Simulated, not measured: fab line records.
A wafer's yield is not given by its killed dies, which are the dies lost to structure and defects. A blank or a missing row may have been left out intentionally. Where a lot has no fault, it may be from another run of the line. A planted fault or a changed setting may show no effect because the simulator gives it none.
fab line records | flow n5-finfet
record: lots: 4 wafers: 10 last-day: 18
route steps=1938 shown SD_EPI_P@309 SD_ACTIVATION@330 ILD0@335 SDB@347 MOL_CONTACT_COAG@538 BEOL_M4@1111
lots untouched by any fault: they come from a run of this same line in which no faults occurred
start-h: hours from the record's first day to the start of the lot's first wafer shown | wait-h: time in hours since the lot's previous step | " unchanged from the row above | L1.1+2: a single row standing in for several wafers | - either no value or no given start | * or withheld: withheld | < > ~ a bound
route shown NAME@n: a module of which the file shows steps, and the number in the route of the first | usual: average and standard deviation across the fault-free wafers | same: alike in all rows | chamber/n: place in a boat | sites: readings site by site | _std_site: how widely they spread, as a standard deviation | _edge_site: mean of outer sites minus mean of inner sites | radius-mm: how far each site lies from the wafer's centre | mask NAME#n: copy n | behind: the last tool/chamber to shape the wafer | hold: why the lot went on hold/how many hours it stayed there/how the hold came to an end | device: which transistor (n, p or np) failed to switch | end of line: at the end of the route, the tests of the same wafers | step lacking rows: just its recipe | killed: at the first sort, the dies lost to defects and structure; wafer yield is something else | map: dies across one wafer; x = killed, . = not, _ = none there
set.NAME: the setting the step ran with; set.NAME@STEP: the setting that earlier step ran with | model.NAME: the simulator's own value behind a step, which no gauge read
lots at some steps of the route; a table a step, a row a wafer
services: the hour from which a tool's chamber was out of use, counted from the record's first day as start-h (under 0 if before that day), plus the number of hours and why
== steps ==
step: N5_SD_EPI_P_STRIP_38
recipe: chemistry: N2/H2 temp-c: 40 n2-flow-sccm: 200 h2-flow-sccm: 200 rf-frequency-hz: 6e+07
step: N5_SD_EPI_P_ETCHBACK_46
recipe: chemistry: CH3F/O2 mode: anisotropic-etchback target: SiNx target-depth-a: 175 stop-on: SiO2 over-etch-frac: 0.3 ion-energy-ev: 120 pressure-mtorr: 30 source-w: 395 bias-w: 73 Ar_flow_sccm: 150 CH3F_flow_sccm: 30 O2_flow_sccm: 20
step: N5_SD_EPI_P_ETCH_47
recipe: chemistry: CH3F/O2 target: SiOCN target-depth-a: 250 mask-material: SOC ion-energy-ev: 60 bias-w: 29 pressure-mtorr: 30 source-w: 410 Ar_flow_sccm: 150 CH3F_flow_sccm: 30 O2_flow_sccm: 20
step: N5_SD_EPI_P_ETCH_16
recipe: chemistry: CHF3/O2 target: SiO2 target-depth-a: 50 mask-material: SOC pressure-mtorr: 30 source-w: 650 bias-w: 170 Ar_flow_sccm: 200 CHF3_flow_sccm: 50 O2_flow_sccm: 5 ion-energy-ev: 200
step: N5_SD_EPI_P_STRIP_50
recipe: chemistry: CHF3/O2 resist: SiARC rf-frequency-hz: 6e+07
step: N5_SD_EPI_P_SD_RECESS_17
recipe: chemistry: HBr/Cl2/O2 target-depth-a: 391 bt-time-s: 3 pressure-mtorr: 10 icp-w: 800 bias-w: 112 HBr_flow_sccm: 150 Cl2_flow_sccm: 80 O2_flow_sccm: 12
step: N5_SD_EPI_P_WET_ETCH_45
recipe: chemistry: dHF dilution: withheld time-s: 10.7 target: SiO2 target-depth-a: 20 temp-c: 25 dry: ipa-marangoni rinse-time-s: 30 rinse-temp-c: 23
step: N5_SD_EPI_P_STRIP_40
recipe: chemistry: N2/H2 power-w: 1000 temp-c: 250 h2-frac: 0.65 overash-fraction: 0.3 pressure-mtorr: withheld n2-flow-sccm: 1750 h2-flow-sccm: 3250
step: N5_SD_EPI_P_PRECLEAN_52
recipe: chemistry: O3/DIW time-s: 60 temp-c: 22 o3-ppm: 10
step: N5_SD_EPI_P_SRD_20
recipe: dry: ipa-marangoni do-ppb: 5 time-s: 30 temp-c: 23 rinse-liquid: diw
step: N5_SD_EPI_P_PRECLEAN_51
recipe: chemistry: NF3:NH3 afs-cycles: 1 temp-c: 30 time-s: 20 sublimation-temp-c: 180 sublimation-time-s: 60 pressure-torr: 3 rf-power-w: 30
step: N5_SD_EPI_P_VAPOR_ETCH_44
recipe: chemistry: NF3/Ar target: SiGe30 temp-c: 25 time-s: 3.3 mode: isotropic
step: N5_SD_EPI_P_EPI_21
recipe: material: SiGe:B dopant: B temp-c: 550 pressure-torr: 20 ambient: H2 time-s: 355
usual: epi-growth-time-s: 355/0
columns lot.wafer tool chamber start-h wait-h epi-growth-time-s model.SiGe-B_of_SD_EPI_P_EPI_21.thk-nm
L415.1 epi-rpcvd-01 0 75.68 0.1 355 61.8
L415.4 " 0 76.76 1.1 355 60.8
L415.6 " 0 " " 355 61.4
L425.1 epi-rpcvd-01 0 132.83 0.1 355 61
L425.3 " 0 " " 427.47 69.2
L426.2 epi-rpcvd-01 0 138.21 0.5 427.47 70
L426.6 " 0 139.65 1.8 355 61
L435.1 epi-rpcvd-04 0 192.62 0.1 355 59.2
L435.4 " 0 193.70 1.1 355 59.6
L435.6 " 0 " " 355 59.6
step: N5_SD_EPI_P_EPI_MEAS_23
recipe: mode: xrd
usual: thk-nm: 60.9/1.3
columns lot.wafer tool chamber start-h wait-h thk-nm
L415.1 film-metro-02 - 77.88 1.8 64.3
L415.4 " - " " 61.2
L415.6 " - " " 60.4
L425.1 film-metro-01 - 135.02 1.8 60.7
L425.3 " - " " 68.7
L426.2 film-metro-02 - 140.04 1.5 70.9
L426.6 " - " " 61.4
L435.1 film-metro-01 - 194.81 1.8 59.4
L435.4 " - " " 58.0
L435.6 " - " " 58.1
step: N5_SD_EPI_P_HM_STRIP_48
recipe: chemistry: H3PO4 temp-c: 160 material: SiNx target: SiNx target-depth-a: 30 overetch-fraction: 0.3
step: N5_SD_EPI_P_SRD_49
recipe: dry: ipa-marangoni time-s: 30 temp-c: 23 rinse-liquid: diw
step: N5_SD_EPI_P_PRECLEAN_24
recipe: chemistry: O3/DIW time-s: 45 temp-c: 22 o3-ppm: 10
step: N5_SD_EPI_P_PRECLEAN_32
recipe: chemistry: dHF time-s: 10 dilution: 500:1 temp-c: 25
step: N5_SD_EPI_P_PRECLEAN_33
recipe: chemistry: SC2 time-s: 45 temp-c: 35 mix: 1:1:50
step: N5_SD_EPI_P_SRD_25
recipe: time-s: 30 temp-c: 23 rinse-liquid: diw dry: ipa-marangoni
step: N5_SD_ACTIVATION_RTA_00
recipe: temp-c: 975 time-s: 0 ambient: N2 idle-temp-c: 600 ramp-up-c-per-s: 150 ramp-down-c-per-s: 60 cool-to-c: 600
step: N5_SD_ACTIVATION_LSA_01
recipe: temp-c: 1080 time-s: 0.0008 ambient: N2
step: N5_SD_ACTIVATION_RS_MEAS_03
recipe: thk-meas-gauge: four-point-probe
usual: RS_SD_N: 21.86/0.28 RS_SD_P: 56.2/0.99
columns lot.wafer tool chamber start-h wait-h RS_SD_N[ohm/sq] RS_SD_P[ohm/sq]
L415.1 film-metro-01 - 78.48 0.2 22.31 54.9
L415.4 " - " " 21.87 55.9
L415.6 " - " " 21.92 55.3
L425.1 film-metro-01 - 135.63 0.2 21.62 57.4
L425.3 " - " " 21.84 50.3
L426.2 film-metro-02 - 140.68 0.2 21.79 49.2
L426.6 " - " " 21.83 56.4
L435.1 film-metro-01 - 195.45 0.2 22.09 57.6
L435.4 " - " " 22.00 57.1
L435.6 " - " " 22.33 57.1
step: N5_ILD0_LINER_00
recipe: material: SiNx target-thk-a: 40 temp-c: 400 ald-precursor-family: SiH2I2 ald-co-reactant: N2/H2-plasma pulse-time-s: 1 purge-time-s: 2 co-reactant-purge-time-s: 2 ald-cycles: 80 pressure-torr: 2
step: N5_ILD0_FCVD_FILL_01
recipe: material: SiO2_flowable target-thk-a: 2000 temp-c: 100 pressure-torr: 0.8 rf-w: 2000 time-s: 328.3
step: N5_ILD0_CURE_02
recipe: temp-c: 450 time-s: 1800 ambient: steam idle-temp-c: 400 ramp-up-c-per-min: 5 ramp-down-c-per-min: 3 densification-p-h2o-torr: 640
step: N5_ILD0_CMP_03
recipe: stop-on: SiNx t-overpolish-s: 1.9 post-cmp-clean: alkaline-brush down-force-psi: 4.1491 platen-rpm: 51.796 pad-velocity-m-s: 1.0306 target-thk-nm: 197.38
step: N5_ILD0_CMP_07
recipe: stop-on: poly-Si material: SiO2_flowable t-overpolish-s: 1.18 post-cmp-clean: alkaline-brush down-force-psi: 4.1491 platen-rpm: 51.796 pad-velocity-m-s: 1.0306 target-thk-nm: 138.88
step: N5_ILD0_PRECLEAN_10
recipe: chemistry: NF3:NH3 afs-cycles: 5 time-s: 20 temp-c: 30 sublimation-temp-c: 180 sublimation-time-s: 60 pressure-torr: 3 rf-power-w: 30
step: N5_ILD0_ALD_15
recipe: material: SiNx target-thk-a: 240 temp-c: 400 ald-precursor-family: SiH2I2 ald-co-reactant: N2/H2-plasma pulse-time-s: 1 ald-cycles: 480 purge-time-s: 2 co-reactant-purge-time-s: 2 pressure-torr: 2
step: N5_ILD0_CMP_12
recipe: stop-on: poly-Si material: SiNx t-overpolish-s: 6 post-cmp-clean: alkaline-brush down-force-psi: 2.5 platen-rpm: 51.8 pad-velocity-m-s: 1.0307 target-thk-nm: 17.67
step: N5_SDB_HM_DEP_00
recipe: material: SiNx target-thk-a: 400 temp-c: 400 precursor: SiH4/NH3/N2 pressure-torr: 1.5 rf-w: 300 time-s: 35.3
step: N5_SDB_COAT_03
recipe: resist: SOC temp-c: 250 time-s: 60 spin-rpm: 1500 resist-thk-nm: 100
step: N5_SDB_COAT_04
recipe: resist: SiARC temp-c: 220 time-s: 60 spin-rpm: 1500 resist-thk-nm: 18
step: N5_SDB_COAT_05
recipe: resist: CAR-ArF spin-rpm: 1500 resist-thk-nm: 90
step: N5_MOL_CONTACT_COAG_ETCH_110
recipe: chemistry: CF4/O2 target: Si target-depth-a: 25 time-s: 8 pressure-mtorr: 100 source-w: 200 bias-w: 12 ion-energy-ev: 60 Ar_flow_sccm: 100 cf4-flow-sccm: 100 O2_flow_sccm: 10
usual: drypump-motor-current-A: 6.0/0.39 oes-product-au: 0.79/0.1 rf-vpp-V: 127.8/1.8 showerhead-plenum-p-Torr: 2.22/0.051 throttle-valve-pct: 10.8/0.35
columns lot.wafer tool chamber start-h wait-h drypump-motor-current-A oes-product-au rf-hours-counter-h rf-vpp-V showerhead-plenum-p-Torr throttle-valve-pct model.SiGe-B_of_SD_EPI_P_EPI_21.thk-nm
L415.1 rie-diel-05 1 107.17 0.0 6.2 0.70 226 129.2 2.19 11.2 58.8
L415.4 " 0 " " 6.1 0.87 47 127.6 2.17 10.3 58
L415.6 " 0 " " 6.0 0.87 - 129.0 2.17 10.3 58.4
L425.1 rie-diel-05 3 165.10 0.0 6.2 0.72 205 129.8 2.30 11.2 58
L425.3 " 2 " " 6.3 0.82 74 124.9 2.17 10.5 65.8
L426.2 rie-diel-03 1 172.43 0.0 6.5 0.93 8 127.6 2.18 10.6 66.6
L426.6 " 2 " " 5.5 0.69 - 130.6 2.29 11.3 58
L435.1 rie-diel-03 3 224.56 0.0 6.3 0.78 124 129.4 2.23 10.7 56.4
L435.4 " 2 " " 5.5 0.68 244 129.9 2.28 11.4 56.8
L435.6 " 3 " " 6.3 0.79 - 129.1 2.23 10.7 56.8
step: N5_BEOL_M4_RC_MEAS_101
usual: DIBL_N: 36.5/1.4 DIBL_P: 36.9/1.7 IOFF_N: 0.163/0.023 IOFF_P: 0.22/0.032 ION_N: 673/9 ION_P: 462/7.5 RS_SD_P: 66.0/1.2 SS_N: 71.6/0.54 SS_P: 73.4/0.62 VT_N: 249.8/2.8 VT_P: -250/3.5
columns lot.wafer tool chamber start-h wait-h DIBL_N[mV/V] DIBL_P[mV/V] IOFF_N[nA/um] IOFF_P[nA/um] ION_N[uA/um] ION_P[uA/um] RS_SD_P[ohm/sq] SS_N[mV/dec] SS_P[mV/dec] VT_N[mV] VT_P[mV]
L415.1 prober-01 0 185.89 0.0 37.2 38.9 0.186 0.26 674 467 64.4 71.8 74.9 249.9 -246
L415.4 " 0 " " 37.2 39.2 0.184 0.26 680 470 65.9 71.3 74.1 250.4 -247
L415.6 " 0 " " 37.4 38.4 0.177 0.25 670 461 64.8 71.5 74.5 248.7 -246
L425.1 prober-02 0 250.63 0.0 38.9 37.8 0.198 0.22 680 460 67.2 72.1 74.2 246.4 -250
L425.3 " 0 " " 37.4 35.6 0.162 0.21 681 459 59.0 71.9 73.0 250.4 -251
L426.2 prober-02 0 258.94 0.2 37.3 38.2 0.175 0.26 669 475 57.4 71.9 73.6 250.3 -244
L426.6 " 0 " " 37.0 38.4 0.173 0.25 680 471 65.6 71.3 73.1 249.1 -246
L435.1 prober-02 0 303.67 0.0 36.8 35.8 0.174 0.24 670 468 67.3 71.3 73.7 247.3 -249
L435.4 " 0 " " 36.5 34.9 0.172 0.23 662 455 66.9 72.4 73.5 248.9 -249
L435.6 " 0 " " 35.4 34.1 0.147 0.22 671 462 66.9 71.2 72.8 249.3 -249
== services ==
columns tool chamber start-h hours kind
epi-rpcvd-04 - 61.62 1.0 repair
epi-rpcvd-04 - 74.31 0.9 repair
rie-diel-03 1 123.06 - clean
rie-diel-03 1 123.06 - consumable-replace:focus-ring
rie-diel-03 1 123.06 22.2 scheduled-down
rie-diel-03 1 123.06 22.2 vent-cycle
epi-rpcvd-01 - 143.67 0.8 pm
rie-diel-03 1 165.50 5.0 repair
rie-diel-05 1 177.38 - clean
rie-diel-05 1 177.38 - consumable-replace:focus-ring
rie-diel-05 1 177.38 21.6 scheduled-down
rie-diel-05 1 177.38 21.6 vent-cycle
rie-diel-05 3 202.56 13.1 repair
== key ==
first-sign: step: N5_SD_EPI_P_EPI_21 reading: epi-growth-time-s direction: up sigmas: 99+ usual: * struck: *
effect: step: N5_SD_EPI_P_EPI_MEAS_23 reading: thk-nm direction: up sigmas: 7 usual: * struck: *
effect: step: N5_SD_ACTIVATION_RS_MEAS_03 reading: RS_SD_P direction: down sigmas: 6.6 usual: 56.2 struck: 49.8
effect: step: N5_BEOL_M4_RC_MEAS_101 reading: RS_SD_P direction: down sigmas: 6.5 usual: 66.0 struck: 58.2
model-effect: step: N5_SD_EPI_P_EPI_21 value: SiGe-B_of_SD_EPI_P_EPI_21.thk-nm without: 61.3 struck: 69.6
model-effect: step: N5_MOL_CONTACT_COAG_ETCH_110 value: SiGe-B_of_SD_EPI_P_EPI_21.thk-nm without: 58.4 struck: 66.2
met-at N5_SD_EPI_P_EPI_21
struck-wafers L425.3,L426.2
onset-between 75.68 132.83
fault: kind: process-parameter-drift tool: epi-rpcvd-01 chamber: - onset-h: 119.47 steps: N5_SD_EPI_P_EPI_21 channel: epi-growth-time-s offset: * shape: step end-h: 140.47 scope: struck-wafers-only acts-in: * stated: *
